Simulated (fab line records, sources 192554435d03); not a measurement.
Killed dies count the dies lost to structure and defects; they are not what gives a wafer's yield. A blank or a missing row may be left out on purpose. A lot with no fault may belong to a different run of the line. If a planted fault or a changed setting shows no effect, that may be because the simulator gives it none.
Split-lot study -- flow n5-finfet -- 7 lots, 39 wafers read, on a route of 1938 steps

## ABOUT THE SPLIT
At N5_BEOL_M8_TRENCH_ETCH_37 (etches SiCOH lowk in C4F6/O2, target depth 93.478 nm, time 31.2 s), the setting target-depth-a was moved away from the recipe's 934.78 angstrom on 9 of the 39 wafers read, by +29.1% to +43.1%. All remaining wafers had this setting at the recipe value.

## FROM THE SPLIT TO THE READING: what the file shows between them, 11 steps
- N5_BEOL_M8_ETCH_41: etches SiCN in CH3F/O2, target depth 31.9 nm, time 57.8 s
- N5_BEOL_M8_STRIP_80: strips in N2/H2, time 10 s
- N5_BEOL_M8_OCD_MEAS_38
- N5_BEOL_M8_HM_STRIP_39: strips TiN in peroxide tin strip, target depth 25 nm, time 158 s
- N5_BEOL_M8_SRD_40: time 30 s
- N5_BEOL_M8_ECD_50: material Cu, target thk 300 nm
- N5_BEOL_M8_ANNEAL_51: time 90 s
- N5_BEOL_M8_CMP_52: polishes, stops on SiCOH lowk, t overpolish 6.9 s, target thk 80 nm
- N5_BEOL_M8_THK_MEAS_53: measures by xrf
- N5_BEOL_M8_PRE_CLEAN_55: time 15 s
- N5_BEOL_M8_DEP_56: deposits SiCN from 3MS/NH3, target thk 10 nm, time 17.5 s

## THE READING
M8_RS, in ohm/sq, at N5_BEOL_M8_RS_MEAS_57 (measures by four-point-probe). On this fab line, fault-free wafers typically give 0.293 ohm/sq with a standard deviation of 0.011 ohm/sq.

wafer,"tool, chamber at the split","target-depth-a as run, angstrom",against the recipe,"M8_RS, ohm/sq",against lot-mates on the recipe
L075.1,"rie-diel-05, 1",934.78,recipe,0.306,-
L075.2,"rie-diel-05, 0",934.78,recipe,0.292,-
L075.3,"rie-diel-05, 3",1326,+41.9%,0.177,-0.121
L075.4,"rie-diel-05, 2",1326,+41.9%,0.180,-0.118
L075.5,"rie-diel-05, 3",1326,+41.9%,0.175,-0.123
L075.6,"rie-diel-05, 0",934.78,recipe,0.297,-
L077.1,"rie-diel-04, 1",934.78,recipe,0.292,-
L077.2,"rie-diel-04, 0",934.78,recipe,0.284,-
L077.3,"rie-diel-04, 3",934.78,recipe,0.270,-
L077.4,"rie-diel-04, 0",934.78,recipe,0.285,-
L077.5,"rie-diel-04, 1",934.78,recipe,0.292,-
L077.6,"rie-diel-04, 3",934.78,recipe,0.274,-
L082.1,"rie-diel-05, 3",934.78,recipe,0.294,-
L082.2,"rie-diel-05, 1",934.78,recipe,0.319,-
L082.5,"rie-diel-05, 1",934.78,recipe,0.315,-
L085.1,"rie-diel-05, 1",934.78,recipe,0.315,-
L085.2,"rie-diel-05, 0",934.78,recipe,0.286,-
L085.3,"rie-diel-05, 2",934.78,recipe,0.294,-
L085.4,"rie-diel-05, 0",934.78,recipe,0.291,-
L085.5,"rie-diel-05, 1",934.78,recipe,0.309,-
L085.6,"rie-diel-05, 2",934.78,recipe,0.295,-
L089.1,"rie-diel-01, 2",934.78,recipe,0.291,-
L089.2,"rie-diel-01, 1",934.78,recipe,0.302,-
L089.3,"rie-diel-01, 0",934.78,recipe,0.305,-
L089.4,"rie-diel-01, 3",934.78,recipe,0.298,-
L089.5,"rie-diel-01, 0",934.78,recipe,0.302,-
L089.6,"rie-diel-01, 1",934.78,recipe,0.309,-
L095.1,"rie-diel-04, 3",1207,+29.1%,0.196,-0.084
L095.2,"rie-diel-04, 0",1207,+29.1%,0.207,-0.073
L095.3,"rie-diel-04, 2",934.78,recipe,0.283,-
L095.4,"rie-diel-04, 1",934.78,recipe,0.283,-
L095.5,"rie-diel-04, 3",934.78,recipe,0.273,-
L095.6,"rie-diel-04, 0",1207,+29.1%,0.211,-0.069
L096.1,"rie-diel-04, 0",1338,+43.1%,0.183,-0.104
L096.2,"rie-diel-04, 2",934.78,recipe,0.292,-
L096.3,"rie-diel-04, 3",934.78,recipe,0.278,-
L096.4,"rie-diel-04, 1",1338,+43.1%,0.183,-0.104
L096.5,"rie-diel-04, 0",1338,+43.1%,0.183,-0.104
L096.6,"rie-diel-04, 1",934.78,recipe,0.290,-

THE FIT
A straight line over all 39 wafers: M8_RS changes by -0.00274 ohm/sq for each +1% of target-depth-a; r = -0.97; the points scatter about the line by 0.012 ohm/sq.
The same after taking each lot's own level away (the mean of its wafers on the recipe; 39 wafers): -0.00263 ohm/sq for each +1%; r = -0.98; scatter 0.0085 ohm/sq.
That fit puts the effect of the largest move of target-depth-a on the reading at 0.11 ohm/sq.
From 0.2797 to 0.3093 ohm/sq: that is the span of the lots' own levels, equal to 2.7 times the standard deviation above.
The two slopes are in agreement: the lot-to-lot level therefore moves the slope only a little.
Check: for one of the wafers moved furthest among these (+43.1%), held out of the fit, the line's prediction against its lot-mates is -0.115 ohm/sq. It came out at -0.104 ohm/sq against them.

## THE WHOLE CHAIN: every reading that the file lists as answering this split, in the file's order
step,what it does,reading,change (the file's fit),r (the file's)
N5_BEOL_M8_TRENCH_ETCH_37,"etches SiCOH lowk in C4F6/O2, target depth 93.478 nm, time 31.2 s","etch.depth-nm (the simulator's own value, which no gauge read)",+0.95 nm for each +1% of the setting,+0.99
N5_BEOL_M8_TRENCH_ETCH_37,"etches SiCOH lowk in C4F6/O2, target depth 93.478 nm, time 31.2 s","BEOL_M8.feature-depth-nm (the simulator's own value, which no gauge read)",+0.95 nm for each +1% of the setting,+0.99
N5_BEOL_M8_TRENCH_ETCH_37,"etches SiCOH lowk in C4F6/O2, target depth 93.478 nm, time 31.2 s","TiN_of_BEOL_M8_HM_DEP_02.thk-nm (the simulator's own value, which no gauge read)",-0.0243 nm for each +1% of the setting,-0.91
N5_BEOL_M8_OCD_MEAS_38,,trench-depth-nm,+0.947 nm for each +1% of the setting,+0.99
N5_BEOL_M8_CMP_52,"polishes, stops on SiCOH lowk, t overpolish 6.9 s, target thk 80 nm","Cu_of_BEOL_M8_ECD_50.thk-nm (the simulator's own value, which no gauge read)",+0.946 nm for each +1% of the setting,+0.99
N5_BEOL_M8_THK_MEAS_53,measures by xrf,M8_THK,+0.935 for each +1% of the setting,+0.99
N5_BEOL_M8_RS_MEAS_57,measures by four-point-probe,M8_RS,-0.00263 for each +1% of the setting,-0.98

## FILE'S OWN FIT
M8_RS changes by -0.00263 ohm/sq for each +1% of target-depth-a, r = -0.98.
